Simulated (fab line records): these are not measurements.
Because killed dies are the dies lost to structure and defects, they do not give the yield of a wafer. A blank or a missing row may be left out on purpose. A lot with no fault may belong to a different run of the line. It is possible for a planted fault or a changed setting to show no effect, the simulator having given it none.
Matching of chambers || flow n5-finfet || 4 sister chambers for N5_BEOL_M3_ETCH_77 on rie-diel-05
The step etches underlayer in N2/H2, target depth 6.5 nm, time 5.2 s. 16 wafers are shown with their chamber, then 8 later ones without.

WAFERS PAIRED WITH THEIR CHAMBERS
{"wafer": "L078.1", "chamber": 0, "drypump-motor-current-A (A)": 6.4, "showerhead-plenum-p-Torr (Torr)": 2.51, "rf-vpp-V (V)": 523.9}
{"wafer": "L078.2", "chamber": 3, "drypump-motor-current-A (A)": 5.5, "showerhead-plenum-p-Torr (Torr)": 2.44, "rf-vpp-V (V)": 518.7}
{"wafer": "L078.3", "chamber": 2, "drypump-motor-current-A (A)": 6.4, "showerhead-plenum-p-Torr (Torr)": 2.41, "rf-vpp-V (V)": 521.8}
{"wafer": "L084.1", "chamber": 1, "drypump-motor-current-A (A)": 5.0, "showerhead-plenum-p-Torr (Torr)": 2.62, "rf-vpp-V (V)": 526.3}
{"wafer": "L084.3", "chamber": 0, "drypump-motor-current-A (A)": 6.5, "showerhead-plenum-p-Torr (Torr)": 2.50, "rf-vpp-V (V)": 522.2}
{"wafer": "L084.6", "chamber": 0, "drypump-motor-current-A (A)": 6.4, "showerhead-plenum-p-Torr (Torr)": 2.50, "rf-vpp-V (V)": 523.0}
{"wafer": "L088.1", "chamber": 1, "drypump-motor-current-A (A)": 5.0, "showerhead-plenum-p-Torr (Torr)": 2.62, "rf-vpp-V (V)": 527.6}
{"wafer": "L088.3", "chamber": 3, "drypump-motor-current-A (A)": 5.5, "showerhead-plenum-p-Torr (Torr)": 2.43, "rf-vpp-V (V)": 518.0}
{"wafer": "L088.4", "chamber": 0, "drypump-motor-current-A (A)": 6.5, "showerhead-plenum-p-Torr (Torr)": 2.50, "rf-vpp-V (V)": 521.6}
{"wafer": "L090.1", "chamber": 3, "drypump-motor-current-A (A)": 5.5, "showerhead-plenum-p-Torr (Torr)": 2.43, "rf-vpp-V (V)": 521.1}
{"wafer": "L090.3", "chamber": 1, "drypump-motor-current-A (A)": 5.0, "showerhead-plenum-p-Torr (Torr)": 2.61, "rf-vpp-V (V)": 526.7}
{"wafer": "L090.5", "chamber": 1, "drypump-motor-current-A (A)": 5.0, "showerhead-plenum-p-Torr (Torr)": 2.61, "rf-vpp-V (V)": 528.8}
{"wafer": "L094.2", "chamber": 2, "drypump-motor-current-A (A)": 6.3, "showerhead-plenum-p-Torr (Torr)": 2.40, "rf-vpp-V (V)": 519.4}
{"wafer": "L094.4", "chamber": 0, "drypump-motor-current-A (A)": 6.5, "showerhead-plenum-p-Torr (Torr)": 2.50, "rf-vpp-V (V)": 524.0}
{"wafer": "L094.6", "chamber": 3, "drypump-motor-current-A (A)": 5.5, "showerhead-plenum-p-Torr (Torr)": 2.43, "rf-vpp-V (V)": 521.9}
{"wafer": "L095.1", "chamber": 0, "drypump-motor-current-A (A)": 6.4, "showerhead-plenum-p-Torr (Torr)": 2.50, "rf-vpp-V (V)": 522.0}

SIGNATURES (means of the wafers above)
{"reading": "drypump-motor-current-A", "chamber 0": 6.450, "chamber 1": 5.000, "chamber 2": 6.350, "chamber 3": 5.500, "scatter within a chamber": 0.0408}
{"reading": "showerhead-plenum-p-Torr", "chamber 0": 2.5017, "chamber 1": 2.6150, "chamber 2": 2.4050, "chamber 3": 2.4325, "scatter within a chamber": 0.00507}
{"reading": "rf-vpp-V", "chamber 0": 522.783, "chamber 1": 527.350, "chamber 2": 520.600, "chamber 3": 519.925, "scatter within a chamber": 1.36}
Rule: a wafer lies at a distance from a chamber equal to the root of the sum of squares, over the readings, of (its reading less the chamber's mean, divided by the reading's scatter). The wafer belongs to the nearest chamber; if the next one is less than 2 further off, it can't be placed. The scatter is the square root of a quotient: the sum, over the shown wafers, of each reading's squared deviation from its chamber's mean, divided by wafers minus chambers.

WAFERS WHOSE CHAMBER IS MISSING
{"wafer": "L095.2", "drypump-motor-current-A (A)": 5.5, "showerhead-plenum-p-Torr (Torr)": 2.43, "rf-vpp-V (V)": 520.4}
{"wafer": "L095.3", "drypump-motor-current-A (A)": 5.5, "showerhead-plenum-p-Torr (Torr)": 2.42, "rf-vpp-V (V)": 522.2}
{"wafer": "L095.4", "drypump-motor-current-A (A)": 6.4, "showerhead-plenum-p-Torr (Torr)": 2.50, "rf-vpp-V (V)": 524.1}
{"wafer": "L095.5", "drypump-motor-current-A (A)": 6.4, "showerhead-plenum-p-Torr (Torr)": 2.50, "rf-vpp-V (V)": 523.5}
{"wafer": "L095.6", "drypump-motor-current-A (A)": 5.5, "showerhead-plenum-p-Torr (Torr)": 2.42, "rf-vpp-V (V)": 521.4}
{"wafer": "L097.3", "drypump-motor-current-A (A)": 5.5, "showerhead-plenum-p-Torr (Torr)": 2.42, "rf-vpp-V (V)": 520.7}
{"wafer": "L097.4", "drypump-motor-current-A (A)": 6.5, "showerhead-plenum-p-Torr (Torr)": 2.49, "rf-vpp-V (V)": 522.8}
{"wafer": "L097.5", "drypump-motor-current-A (A)": 6.5, "showerhead-plenum-p-Torr (Torr)": 2.49, "rf-vpp-V (V)": 523.9}

EACH ONE'S CHAMBER
{"wafer": "L095.2", "from the rows above": 3, "in truth": 3}
{"wafer": "L095.3", "from the rows above": 3, "in truth": 3}
{"wafer": "L095.4", "from the rows above": 0, "in truth": 0}
{"wafer": "L095.5", "from the rows above": 0, "in truth": 0}
{"wafer": "L095.6", "from the rows above": 3, "in truth": 3}
{"wafer": "L097.3", "from the rows above": 3, "in truth": 3}
{"wafer": "L097.4", "from the rows above": 0, "in truth": 0}
{"wafer": "L097.5", "from the rows above": 0, "in truth": 0}
Correct placement for 8 of the 8. From these rows, 0 cannot be placed. Number placed wrongly: 0.
